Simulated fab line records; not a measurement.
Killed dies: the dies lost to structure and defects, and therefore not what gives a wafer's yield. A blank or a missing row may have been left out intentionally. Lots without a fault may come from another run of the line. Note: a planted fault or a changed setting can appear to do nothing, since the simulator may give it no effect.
What tool caused it? | flow n5-finfet | 11 lots with 31 wafers sampled at 5 steps, on a route of 1938 steps

## WHAT THE GAUGES READ, wafer by wafer
N5_BEOL_M4_RC_MEAS_101.
lot  | measured     | on        | CJ_N           | CJ_P           | DIBL_N (mV/V)  | DIBL_P (mV/V)  | IOFF_N (nA/um) | IOFF_P (nA/um) | ION_N (uA/um) | ION_P (uA/um) | RS_PWELL (ohm/sq) | SS_N (mV/dec)  | SS_P (mV/dec)  | VT_N (mV)   | VT_P (mV)
L972 | day 8 10:06  | prober-01 | 4.36 4.40 4.54 | 5.78 5.53 5.29 | 36.0 37.1 36.7 | 37.1 37.0 36.6 | 0.17 0.18 0.18 | 0.24 0.23 0.23 | 684 682 669   | 471 464 467   | 3006 3029 3005    | 71.4 71.3 71.6 | 73.4 73.3 73.3 | 249 248 249 | -247 -248 -247
L976 | day 9 03:26  | prober-01 | 4.43 4.39 4.37 | 5.84 5.81 5.60 | 39.0 39.3 34.0 | 38.2 38.9 32.5 | 0.22 0.23 0.12 | 0.31 0.33 0.20 | 669 663 657   | 465 463 464   | 3019 3027 3002    | 72.4 72.1 70.2 | 75.0 74.9 72.8 | 244 244 250 | -240 -241 -246
L982 | day 10 21:30 | prober-01 | 4.86 4.77      | 4.54 3.81      | 37.5 35.8      | 38.7 36.4      | 0.18 0.14      | 0.28 0.24      | 685 654       | 479 458       | 3117 3149         | 71.4 71.6      | 73.5 72.8      | 248 250     | -243 -248
L983 | day 11 03:55 | prober-01 | 5.00 4.48      | 3.94 5.96      | 36.4 36.1      | 35.3 33.7      | 0.13 0.13      | 0.20 0.18      | 657 646       | 457 451       | 3156 3046         | 71.5 71.4      | 73.4 72.9      | 256 254     | -251 -251
L986 | day 11 21:53 | prober-02 | 4.39 4.31 4.30 | 5.75 5.63 6.10 | 34.5 37.2 37.5 | 34.6 37.2 38.0 | 0.12 0.16 0.16 | 0.16 0.19 0.20 | 667 676 672   | 455 457 460   | 2991 2997 2976    | 71.1 71.5 72.1 | 72.6 72.8 73.8 | 252 250 252 | -255 -254 -253
L990 | day 12 10:33 | prober-01 | 4.39 4.31 4.25 | 5.28 5.86 5.90 | 37.5 34.2 33.3 | 38.7 34.3 33.9 | 0.19 0.12 0.11 | 0.21 0.15 0.14 | 678 670 655   | 456 455 443   | 3012 3004 3024    | 72.3 71.8 71.4 | 73.8 73.0 72.8 | 251 255 255 | -252 -259 -259
L991 | day 13 02:10 | prober-01 | 4.39 4.37 4.30 | 5.84 5.78 5.41 | 35.0 36.0 36.9 | 35.2 35.9 37.6 | 0.14 0.16 0.17 | 0.21 0.21 0.24 | 677 683 690   | 466 461 470   | 3010 3014 3021    | 70.9 71.0 71.8 | 73.5 73.1 73.5 | 249 250 250 | -249 -250 -246
L992 | day 13 11:05 | prober-02 | 4.38 4.18 4.26 | 5.54 5.72 5.76 | 34.7 37.6 34.3 | 33.9 37.7 33.2 | 0.13 0.17 0.12 | 0.18 0.24 0.17 | 664 684 653   | 454 467 452   | 3024 3029 2994    | 70.7 71.3 70.4 | 73.4 73.3 72.3 | 252 249 250 | -249 -249 -254
L993 | day 13 10:17 | prober-01 | 4.32 4.25 4.16 | 5.72 5.96 5.66 | 37.4 35.4 34.9 | 37.8 36.2 35.6 | 0.17 0.14 0.13 | 0.21 0.18 0.17 | 682 659 657   | 463 457 461   | 3026 2992 2993    | 72.0 71.1 71.0 | 74.5 73.8 73.4 | 251 254 253 | -251 -253 -256
L994 | day 13 17:25 | prober-02 | 4.49 4.32 4.48 | 6.02 5.60 5.75 | 34.7 35.7 37.3 | 33.1 35.3 35.7 | 0.14 0.15 0.17 | 0.17 0.20 0.21 | 671 684 665   | 462 465 457   | 2990 3029 3023    | 71.1 70.8 71.3 | 72.5 73.3 72.6 | 248 247 248 | -253 -252 -250
L995 | day 14 05:07 | prober-02 | 4.48 4.47 4.38 | 5.67 5.78 5.69 | 36.1 32.9 36.1 | 37.4 33.9 37.3 | 0.16 0.12 0.16 | 0.21 0.17 0.20 | 685 672 681   | 467 457 460   | 3032 3023 3011    | 71.8 70.4 71.1 | 73.0 72.3 73.9 | 251 252 249 | -252 -252 -253

N5_BEOL_M5_THK_MEAS_01.
lot  | measured     | on            | M5_ILD_THK (nm)
L972 | day 8 11:38  | film-metro-02 | 121.2 121.5 119.4
L976 | day 9 05:02  | film-metro-01 | 119.7 117.8 121.5
L982 | day 10 23:02 | film-metro-02 | 121.9 120.8
L983 | day 11 05:08 | film-metro-02 | 121.2 121.3
L986 | day 11 23:25 | film-metro-02 | 119.8 119.7 121.8
L990 | day 12 11:56 | film-metro-01 | 122.1 121.7 123.9
L991 | day 13 03:16 | film-metro-01 | 123.9 123.8 123.9
L992 | day 13 12:38 | film-metro-02 | 118.9 118.2 118.5
L993 | day 13 11:30 | film-metro-02 | 121.0 122.3 119.9
L994 | day 13 18:38 | film-metro-02 | 120.5 119.2 120.8
L995 | day 14 06:39 | film-metro-02 | 119.7 122.1 122.7

## EACH LOT AND THE TOOL THAT RAN IT (in order: tool; ch and the chambers of the sampled wafers; start)
lot  | N5_ZERO_LAYER_PECVD_02         | N5_BEOL_M4_ANNEAL_51             | N5_BEOL_M5_CURE_79
L972 | pecvd-04 ch 0,1,2, day 1 12:17 | rtp-anneal-02 ch 0, day 8 08:50  | uv-cure-02 ch 1, day 8 11:08
L976 | pecvd-04 ch 1,2, day 2 12:17   | rtp-anneal-01 ch 0, day 9 02:05  | uv-cure-01 ch 2, day 9 04:37
L982 | pecvd-04 ch 1,2, day 4 00:17   | rtp-anneal-01 ch 0, day 10 20:22 | uv-cure-03 ch 2, day 10 22:31
L983 | pecvd-04 ch 0,2, day 4 06:17   | rtp-anneal-02 ch 0, day 11 02:48 | uv-cure-01 ch 1, day 11 04:47
L986 | pecvd-01 ch 0,1, day 5 00:17   | rtp-anneal-01 ch 0, day 11 20:59 | uv-cure-03 ch 2, day 11 22:55
L990 | pecvd-01 ch 0,2, day 6 00:17   | rtp-anneal-02 ch 0, day 12 09:24 | uv-cure-02 ch 2, day 12 11:30
L991 | pecvd-01 ch 0,1,2, day 6 06:19 | rtp-anneal-01 ch 0, day 13 00:56 | uv-cure-01 ch 0, day 13 02:58
L992 | pecvd-03 ch 1,2, day 6 12:17   | rtp-anneal-01 ch 0, day 13 10:11 | uv-cure-02 ch 1, day 13 12:07
L993 | pecvd-04 ch 0,2, day 6 18:18   | rtp-anneal-02 ch 0, day 13 08:56 | uv-cure-01 ch 2, day 13 11:09
L994 | pecvd-04 ch 0,1,2, day 7 00:17 | rtp-anneal-01 ch 0, day 13 16:17 | uv-cure-02 ch 2, day 13 18:17
L995 | pecvd-04 ch 0,1,2, day 7 06:17 | rtp-anneal-02 ch 0, day 14 04:07 | uv-cure-03 ch 2, day 14 06:08
- N5_ZERO_LAYER_PECVD_02: deposits SiO2 from SiH4/N2O, target thk 10 nm, time 6 s.
- N5_BEOL_M4_ANNEAL_51: time 90 s.
- N5_BEOL_M5_CURE_79: cures SiCOH lowk, time 240 s.

## WHAT THE TOOLS THEMSELVES READ (means of the sampled wafers that have a number; where no wafer has one, the mark that the record gives instead)
N5_ZERO_LAYER_PECVD_02.
lot  | tool     | heater-power-w (W) | showerhead-plenum-p-Torr (Torr)
L972 | pecvd-04 | 802                | 8.11
L976 | pecvd-04 | 802                | 8.13
L982 | pecvd-04 | 884                | 8.12
L983 | pecvd-04 | 718                | 8.13
L986 | pecvd-01 | 822                | 7.92
L990 | pecvd-01 | 720                | 7.90
L991 | pecvd-01 | 789                | 7.95
L992 | pecvd-03 | 624                | 8.27
L993 | pecvd-04 | 765                | 8.15
L994 | pecvd-04 | 799                | 8.11
L995 | pecvd-04 | 772                | 8.11

N5_BEOL_M4_ANNEAL_51.
lot  | tool          | wafer_temp_C_max
L972 | rtp-anneal-02 | 226.1
L976 | rtp-anneal-01 | 226.0
L982 | rtp-anneal-01 | 225.6
L983 | rtp-anneal-02 | 226.7
L986 | rtp-anneal-01 | 225.5
L990 | rtp-anneal-02 | 226.1
L991 | rtp-anneal-01 | 225.9
L992 | rtp-anneal-01 | 225.8
L993 | rtp-anneal-02 | 226.2
L994 | rtp-anneal-01 | 225.7
L995 | rtp-anneal-02 | 226.2

N5_BEOL_M5_CURE_79.
lot  | tool       | lamp-power-pct (%) | wafer_temp_C_max
L972 | uv-cure-02 | 52.32              | 385.8
L976 | uv-cure-01 | 52.33              | 387.7
L982 | uv-cure-03 | 52.38              | 387.4
L983 | uv-cure-01 | 52.31              | 388.0
L986 | uv-cure-03 | 52.33              | 386.8
L990 | uv-cure-02 | 52.33              | 387.2
L991 | uv-cure-01 | 52.33              | 386.5
L992 | uv-cure-02 | 52.29              | 386.0
L993 | uv-cure-01 | 52.32              | 386.9
L994 | uv-cure-02 | 52.33              | 387.3
L995 | uv-cure-03 | 52.31              | 387.3

## THE ANSWER, worked out from the rows above alone
Rule: usual is defined by the lots themselves. Put in order of their means at a reading, lots are off if they are a third of the lots or fewer, leave a main group of 4 or more, and stand apart from it by a gap of 3 or more times the standard deviation of the main group's means; of several such gaps the widest counts. A main group is skipped when, at the precision printed for the reading in the tables above, its means are all equal. A lot without any number at a reading at which 4 lots or more have one is off too. Any other lot the step has rows for is counted as sound. The gauges are gone through in route order, then the tools' own readings, and for those a lot's mean is taken as printed above. At the first step where some lot is off, the reading lying furthest off is the one used; lots without a number count as furthest.
Off: L982, L983, at N5_BEOL_M4_RC_MEAS_101 (RS_PWELL). Mean 3011 ohm/sq and standard deviation 9.3 in the main group.
A tool fits if, at a process step before that reading, it ran every lot that is off, and no sound lot after the first of them. Those tools and the gauges at N5_BEOL_M4_RC_MEAS_101 are tried in the same way. Of those tried, none fits.

## WHAT WAS PUT IN BY THE SIMULATOR
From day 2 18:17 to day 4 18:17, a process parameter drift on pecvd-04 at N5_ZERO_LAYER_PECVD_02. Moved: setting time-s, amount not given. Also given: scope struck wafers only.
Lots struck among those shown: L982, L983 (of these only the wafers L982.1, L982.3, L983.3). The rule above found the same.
